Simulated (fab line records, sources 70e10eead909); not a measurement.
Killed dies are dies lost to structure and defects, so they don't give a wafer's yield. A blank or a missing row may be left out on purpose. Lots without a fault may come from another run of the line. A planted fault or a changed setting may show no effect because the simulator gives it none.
Which tool did it? | flow nand_harc | 14 lots, 42 wafers sampled, at 5 steps of a route of 1159

WHAT THE GAUGES READ, wafer by wafer
NHARC_THIN_TSV_THK_MEAS_02: measures by ir. Usual: thk_nm 2970 nm, standard deviation 190.
lot  | measured     | on            | thk_nm (nm)    | flag
L700 | day 18 23:44 | film_metro-01 | 3402 3163 3092 |
L698 | day 19 06:03 | film_metro-02 | 2770 2922 2877 |
L697 | day 19 07:16 | film_metro-02 | 2639 2706 2484 |
L701 | day 19 04:50 | film_metro-02 | 2756 2795 2640 |
L696 | day 19 15:28 | film_metro-01 | 2906 2801 2936 |
L699 | day 19 16:40 | film_metro-01 | 2802 3147 2815 |
L702 | day 19 22:08 | film_metro-01 | 2870 2845 2829 |
L705 | day 20 08:41 | film_metro-01 | 3252 3309 2970 |
L704 | day 20 14:26 | film_metro-01 | 2819 2970 2850 |
L706 | day 20 15:40 | film_metro-02 | 3098 3129 3356 |
L716 | day 23 06:01 | film_metro-02 | 2918 3010 3080 |
L719 | day 23 18:26 | film_metro-02 | 2834 3146 2968 |
L717 | day 24 00:41 | film_metro-01 | 2814 3055 2691 |
L718 | day 23 23:30 | film_metro-02 | 2991 2568 2861 |

NHARC_END_SORT_01. Usual: killed_at_array 27, standard deviation 9.3; killed_at_other 0.9, standard deviation 1.3; killed_at_periphery 3.6, standard deviation 2.7; killed_dies 31, standard deviation 9.7; killed_open 3.3, standard deviation 1.8; killed_short 2.0, standard deviation 1.5.
lot  | measured     | on        | killed_at_array | killed_at_other | killed_at_periphery | killed_dies | killed_open | killed_short | flag
L704 | day 21 07:55 | prober-02 | 110 107 85      | 0 0 1           | 4 1 2               | 114 108 88  | 5 1 4       | 0 3 1        | OFF
L706 | day 21 08:33 | prober-01 | 63 79 93        | 2 4 0           | 2 6 8               | 67 89 101   | 1 3 3       | 0 0 2        | OFF

WHICH TOOL RAN EACH LOT (tool, then ch and the chambers of the sampled wafers, then the start)
lot  | NHARC_A_WL_FILL_PRECLEAN_18         | NHARC_A_BONDPAD_PVD_27                  | NHARC_THIN_TSV_ETCH_36
L700 | wet_bench-06 ch 1,3,5, day 15 18:25 | pvd_sputter-03, day 18 23:44 or earlier | rie_metal-01 ch 0, day 19 07:30
L698 | wet_bench-06 ch 1,5,6, day 16 00:16 | pvd_sputter-02, day 19 06:03 or earlier | rie_metal-02 ch 0,1, day 19 13:36
L697 | wet_bench-05 ch 1,4,6, day 16 00:20 | pvd_sputter-03, day 19 07:16 or earlier | rie_metal-03 ch 0,1, day 19 14:58
L701 | wet_bench-06 ch 1,4,6, day 16 00:31 | pvd_sputter-03, day 19 04:50 or earlier | rie_metal-01 ch 0,1, day 19 12:20
L696 | wet_bench-03 ch 0,1,7, day 16 03:16 | pvd_sputter-02, day 19 15:28 or earlier | rie_metal-02 ch 0,1, day 19 23:23
L699 | wet_bench-03 ch 2,5,6, day 16 04:55 | pvd_sputter-01, day 19 16:40 or earlier | rie_metal-01 ch 0,1, day 20 00:37
L702 | wet_bench-06 ch 1,3,7, day 17 00:21 | pvd_sputter-03, day 19 22:08 or earlier | rie_metal-02 ch 0,1, day 20 05:38
L705 | wet_bench-06 ch 1,3,4, day 17 12:23 | pvd_sputter-02, day 20 08:41 or earlier | rie_metal-02 ch 0,1, day 20 16:22
L704 | wet_bench-06 ch 0,5,7, day 17 15:38 | pvd_sputter-03, day 20 14:26 or earlier | rie_metal-02 ch 0,1, day 20 21:56
L706 | wet_bench-06 ch 0,2,3, day 18 00:19 | pvd_sputter-02, day 20 15:40 or earlier | rie_metal-03 ch 0,1, day 20 23:20
L716 | wet_bench-03 ch 1,6,7, day 20 06:48 | pvd_sputter-02, day 23 06:01 or earlier | rie_metal-01 ch 0,1, day 23 13:40
L719 | wet_bench-05 ch 0,4,5, day 20 21:36 | pvd_sputter-03, day 23 18:26 or earlier | rie_metal-03 ch 0, day 24 01:55
L717 | wet_bench-06 ch 2,3,6, day 20 21:50 | pvd_sputter-02, day 24 00:41 or earlier | rie_metal-03 ch 0,1, day 24 08:05
L718 | wet_bench-06 ch 3,4,7, day 21 00:33 | pvd_sputter-03, day 23 23:30 or earlier | rie_metal-02 ch 1, day 24 06:55
- NHARC_A_WL_FILL_PRECLEAN_18: cleans in dHF, time 30 s.
- NHARC_A_BONDPAD_PVD_27: deposits Cu, target thk 30 nm, time 20.49 s.
- NHARC_THIN_TSV_ETCH_36: etches the open film in Cl2/BCl3, target depth 65 nm, time 18.571 s.

WHAT THE TOOLS THEMSELVES READ (means of the sampled wafers that have a number; where no wafer has one, the mark that the record gives instead)
NHARC_A_BONDPAD_PVD_27. Usual: throttle_valve_pct 29.9 %, standard deviation 1.1.
lot  | tool           | throttle_valve_pct (%) | flag
L700 | pvd_sputter-03 | 30.2                   |
L698 | pvd_sputter-02 | 30.0                   |
L697 | pvd_sputter-03 | 30.0                   |
L701 | pvd_sputter-03 | 30.0                   |
L696 | pvd_sputter-02 | 30.9                   |
L699 | pvd_sputter-01 | 28.8                   |
L702 | pvd_sputter-03 | 30.2                   |
L705 | pvd_sputter-02 | 29.9                   |
L704 | pvd_sputter-03 | 29.2                   |
L706 | pvd_sputter-02 | 29.9                   |
L716 | pvd_sputter-02 | 30.5                   |
L719 | pvd_sputter-03 | 30.3                   |
L717 | pvd_sputter-02 | 30.4                   |
L718 | pvd_sputter-03 | 30.0                   |

NHARC_THIN_TSV_ETCH_36. Usual: chamber_pressure_mTorr 10.000 mTorr, standard deviation 0.0089; drypump_motor_current_A 5.7 A, standard deviation 0.41; oes_product_au 1.001 a.u., standard deviation 0.0072.
lot  | tool         | chamber_pressure_mTorr (mTorr) | drypump_motor_current_A (A) | oes_product_au (a.u.) | flag
L700 | rie_metal-01 | 9.997                          | 5.2                         | 1.007                 |
L698 | rie_metal-02 | 9.997                          | 5.8                         | 1.003                 |
L697 | rie_metal-03 | 9.998                          | 5.8                         | 0.997                 |
L701 | rie_metal-01 | 9.996                          | 5.5                         | 1.003                 |
L696 | rie_metal-02 | 10.014                         | 5.6                         | 1.005                 |
L699 | rie_metal-01 | 9.990                          | 5.9                         | 1.002                 |
L702 | rie_metal-02 | 10.002                         | 5.8                         | 1.002                 |
L705 | rie_metal-02 | 10.003                         | 5.6                         | 1.002                 |
L704 | rie_metal-02 | 9.996                          | 5.8                         | 1.000                 |
L706 | rie_metal-03 | 10.007                         | 5.4                         | 1.000                 |
L716 | rie_metal-01 | 10.000                         | 5.5                         | 0.997                 |
L719 | rie_metal-03 | 9.996                          | 5.0                         | 1.004                 |
L717 | rie_metal-03 | 10.000                         | 5.8                         | 0.996                 |
L718 | rie_metal-02 | 9.998                          | 6.0                         | 1.004                 |

THE ANSWER, worked out from the rows above alone
Rule: a lot is off if the mean of its wafers that have a number lies more than 3 standard deviations from the usual mean. A lot without any number at a reading at which 4 lots or more have one is off too. The other lots that the step has rows for count as sound. The gauges are gone through in route order, then the tools' own readings, and for those a lot's mean is taken as printed above. The first step at which some lot is off is used, and at that step the reading that is off furthest; a lot without a number counts as furthest.
Off: L704, L706, at NHARC_END_SORT_01 (killed_at_array). Neither off nor sound, because the step has no rows for them: L700, L698, L697, L701, L696, L699, L702, L705, L716, L719, L717, L718.
A tool fits if, at a process step before that reading, it ran every lot that is off, and no sound lot after the first of them. The gauges at NHARC_END_SORT_01 are tried like those tools. NHARC_A_BONDPAD_PVD_27 gives no start for some lots, so the hours and the order of its lots are those of NHARC_THIN_TSV_THK_MEAS_02. One fits: wet_bench-06 at NHARC_A_WL_FILL_PRECLEAN_18. It ran no sound lot before its first lot that is off in this sample, so the start can't be narrowed down.

WHAT THE SIMULATOR HAD PUT IN
Chamber particle source: wet_bench-06, from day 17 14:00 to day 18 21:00, at NHARC_A_WL_FILL_PRECLEAN_18. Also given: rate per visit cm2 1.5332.
Lots struck among those shown: L704, L706. The rule above found the same.
